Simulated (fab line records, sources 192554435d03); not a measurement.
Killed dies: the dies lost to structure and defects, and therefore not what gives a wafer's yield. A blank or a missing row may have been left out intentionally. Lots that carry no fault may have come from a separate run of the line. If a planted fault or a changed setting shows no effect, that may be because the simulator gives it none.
Comparing a struck lot with a sound one    flow n5_finfet    36 out of 1938 route steps
Sound: the wafers L883.1, L883.3, L883.6. The struck wafers were L886.2, L886.5, L886.6. The cause comes at the end.
Order at every step that has rows: each side's tool, ch and its chambers, its first start. Under that, the readings that differ: sound wafers    struck wafers    difference of the means    sigmas: that difference in standard deviations of wafers without a fault.
alike: readings with means less than 2 such deviations apart, plus words and numbers identical on both sides. not compared: withheld readings, readings lacking a value on some wafer, bounds such as >300 that could conceal the same value, and numbers that have no deviation in the record and whose values overlap.
A row with sigmas, a row that says differs or no value, or rows on one side alone: a step with any of these is where the two part. Numbers that don't overlap but have no deviation are shown without sigmas and don't part them. A reading that every wafer of one side lacks parts them only if that side has two wafers or more.

first, 12 steps without rows for these wafers: N5_SD_EPI_P_STRIP_38 (strips in N2/H2); N5_SD_EPI_P_ETCHBACK_46 (etches SiNx in CH3F/O2, stops on SiO2, target depth 17.5 nm); N5_SD_EPI_P_ETCH_47 (etches SiOCN in CH3F/O2, target depth 25 nm); N5_SD_EPI_P_ETCH_16 (etches SiO2 in CHF3/O2, target depth 5 nm); N5_SD_EPI_P_STRIP_50 (strips in CHF3/O2); N5_SD_EPI_P_SD_RECESS_17 (chemistry HBr/Cl2/O2, target depth 39.1 nm, bt time 3 s); N5_SD_EPI_P_WET_ETCH_45 (etches SiO2 in dHF, time 10.7 s, target depth 2 nm, rinse time 30 s); N5_SD_EPI_P_STRIP_40 (strips in N2/H2); N5_SD_EPI_P_PRECLEAN_52 (cleans in O3/DIW, time 60 s); N5_SD_EPI_P_SRD_20 (time 30 s); N5_SD_EPI_P_PRECLEAN_51 (cleans in NF3:NH3, afs cycles 1, time 20 s, sublimation time 60 s); N5_SD_EPI_P_VAPOR_ETCH_44 (etches SiGe30 in NF3/Ar, time 3.3 s).
N5_SD_EPI_P_EPI_21: deposits SiGe:B, time 355 s.
  sound on epi_rpcvd-01 ch 0, day 6 02:34; struck on epi_rpcvd-01 ch 0, day 7 00:34
then, 8 steps without rows for these wafers: N5_SD_EPI_P_HM_STRIP_48 (strips SiNx in H3PO4, material SiNx, target depth 3 nm); N5_SD_EPI_P_SRD_49 (time 30 s); N5_SD_EPI_P_PRECLEAN_24 (cleans in O3/DIW, time 45 s); N5_SD_EPI_P_PRECLEAN_32 (cleans in dHF, time 10 s); N5_SD_EPI_P_PRECLEAN_33 (cleans in SC2, time 45 s); N5_SD_EPI_P_SRD_25 (time 30 s); N5_SD_ACTIVATION_RTA_00 (time 0 s); N5_SD_ACTIVATION_LSA_01 (time 0.0008 s).
N5_SD_ACTIVATION_RS_MEAS_03: a four-point-probe measurement.
  struck on film_metro-01, day 7 03:02; sound on film_metro-01, day 6 05:22
reading           sound           struck             difference  sigmas
RS_SD_P (ohm/sq)  55.8 55.2 55.9  114.4 114.4 113.5  +58.5       +71
  alike: RS_SD_N
then, 12 steps without rows for these wafers: N5_ILD0_LINER_00 (material SiNx, target thk 4 nm, pulse time 1 s, purge time 2 s); N5_ILD0_FCVD_FILL_01 (material SiO2 flowable, target thk 200 nm, time 328.3 s); N5_ILD0_CURE_02 (time 1800 s); N5_ILD0_CMP_03 (polishes, stops on SiNx, t overpolish 1.9 s, target thk 197.38 nm); N5_ILD0_CMP_07 (polishes SiO2 flowable, stops on poly-Si, t overpolish 1.18 s, target thk 138.88 nm); N5_ILD0_PRECLEAN_10 (cleans in NF3:NH3, afs cycles 5, time 20 s, sublimation time 60 s); N5_ILD0_ALD_15 (deposits SiNx, target thk 24 nm, pulse time 1 s, ald cycles 480); N5_ILD0_CMP_12 (polishes SiNx, stops on poly-Si, t overpolish 6 s, target thk 17.67 nm); N5_SDB_HM_DEP_00 (deposits SiNx from SiH4/NH3/N2, target thk 40 nm, time 35.3 s); N5_SDB_COAT_03 (time 60 s, resist thk 100 nm); N5_SDB_COAT_04 (time 60 s, resist thk 18 nm); N5_SDB_COAT_05 (resist thk 90 nm).
-- the record jumps here: 6 days lie between the struck wafers' starts before and after (it left off in module SDB and takes up again in module BEOL_M4, whose first step shown is number 1111 of the route) --
N5_BEOL_M4_RC_MEAS_101:
  sound on prober-01 ch 0, day 11 21:25; struck on prober-01 ch 0, day 12 18:18
reading              sound              struck               difference  sigmas
DIBL_P (mV/V)        35.2 38.5 35.6     29.2 34.7 28.1       -5.8        -3
IOFF_P (nA/um)       0.22 0.29 0.23     0.11 0.17 0.10       -0.12       -3
IOFF_P_85C (nA/um)   3.8 4.8 3.9        2.1 3.1 2.1          -1.7        -3
IOFF_P_LIN (nA/um)   0.103 0.125 0.108  0.062 0.083 0.060    -0.044      -3
ION_P (uA/um)        471 471 475        421 429 413          -51         -5
RC_DENSE_P (ohm.um)  23.6 23.6 23.3     40.6 40.7 40.5       +17.1       +27
RC_P (ohm.um)        19.1 19.1 18.9     33.2 33.2 33.2       +14.2       +27
REXT_P (ohm.um)      101.9 100.5 101.1  170.0 170.0 171.6    +69.4       +32
RS_SD_P (ohm/sq)     65.8 65.6 65.7     126.4 126.7 126.5    +60.8       +65
VT_P (mV)            -248 -243 -249     -259 -253 -257       -10         -3
VT_P_LVT (mV)        -98.2 -94.2 -97.2  -104.5 -99.4 -105.7  -6.7        -2
  alike: DIBL_N, IOFF_N, ION_N, SS_N, SS_P, VT_N
-- the record jumps here: 5 days lie between the struck wafers' starts before and after (it left off in module BEOL_M4 and takes up again in module PASSIVATION, whose first step shown is number 1936 of the route) --
N5_PASSIVATION_PROBE_49:
  struck on prober-01, day 17 13:59; sound on prober-01, day 16 08:19
reading                 sound           struck             difference  sigmas
sort_bin_4_leakage (%)  0 0 0           0 0.08 0           +0          +3
sort_bin_6_memory (%)   3.6 4.0 4.0     2.5 1.9 2.4        -1.6        -2
sort_bin_8_speed (%)    0 0 0           77.80 40.68 91.44  +69.97      +99 or more
sort_n_pass             1058 1060 1068  164 624 4          -798        -50
sort_yield_pct (%)      89.7 89.8 90.5  13.9 52.9 0.3      -67.6       -52
  alike: defect_limited_yield, killed_at_M0_to_M3, killed_at_M4_up, killed_at_contacts, killed_at_front_end, killed_at_other, killed_dies, killed_open, killed_short, sort_bin_5_function

WHERE THEY PART
Last at N5_PASSIVATION_PROBE_49 as far as this record goes, first at N5_SD_ACTIVATION_RS_MEAS_03.

WHY: the cause the simulator had injected
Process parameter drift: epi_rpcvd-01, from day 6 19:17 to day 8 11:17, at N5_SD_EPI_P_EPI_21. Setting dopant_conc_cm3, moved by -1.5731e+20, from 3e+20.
